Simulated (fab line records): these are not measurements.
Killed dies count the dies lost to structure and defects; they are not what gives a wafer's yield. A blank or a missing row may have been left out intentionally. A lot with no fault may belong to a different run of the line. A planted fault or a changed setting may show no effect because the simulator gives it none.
Chamber matching | flow n5-finfet | N5_BEOL_M13_ETCH_67 on rie-diel-04 has 4 sister chambers
The step etches SiARC in CF4, target depth 143 nm, time 238.3 s. 4 wafers are shown with their chamber, then 7 later ones without.

WAFERS PAIRED WITH THEIR CHAMBERS
wafer  | chamber | drypump-motor-current-A (A)
L095.2 | 3       | 5.6
L095.5 | 0       | 5.8
L093.2 | 1       | 6.3
L093.4 | 2       | 5.2

WAFERS WITH NO CHAMBER GIVEN
wafer  | drypump-motor-current-A (A)
L093.6 | 5.7
L096.2 | 6.3
L096.5 | 6.3
L096.6 | 5.8
L097.1 | 5.2
L097.5 | 6.3
L097.6 | 5.8

WHICH CHAMBER EACH WENT THROUGH
wafer  | from the rows above     | in truth
L093.6 | can't be placed: 0 or 3 | 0
L096.2 | 1                       | 1
L096.5 | 1                       | 1
L096.6 | 0                       | 0
L097.1 | 2                       | 2
L097.5 | 1                       | 1
L097.6 | 0                       | 0
Correct placement for 6 of the 7. These rows do not allow placing 1 (true chamber among the candidates in 1). Number placed wrongly: 0.
How it was worked out, from the rows above alone: a wafer's distance from a chamber is the root of the sum, over the readings, of the square of ((its reading less the chamber's mean) divided by the reading's scatter). The wafer belongs to the nearest chamber; if the next one is less than 2 further off, it can't be placed. The mean given for a chamber averages the wafers shown for that chamber. The scatter (one wafer shown for each chamber): square how far every hidden wafer sits from the nearest shown wafer, average those squares and take the square root.
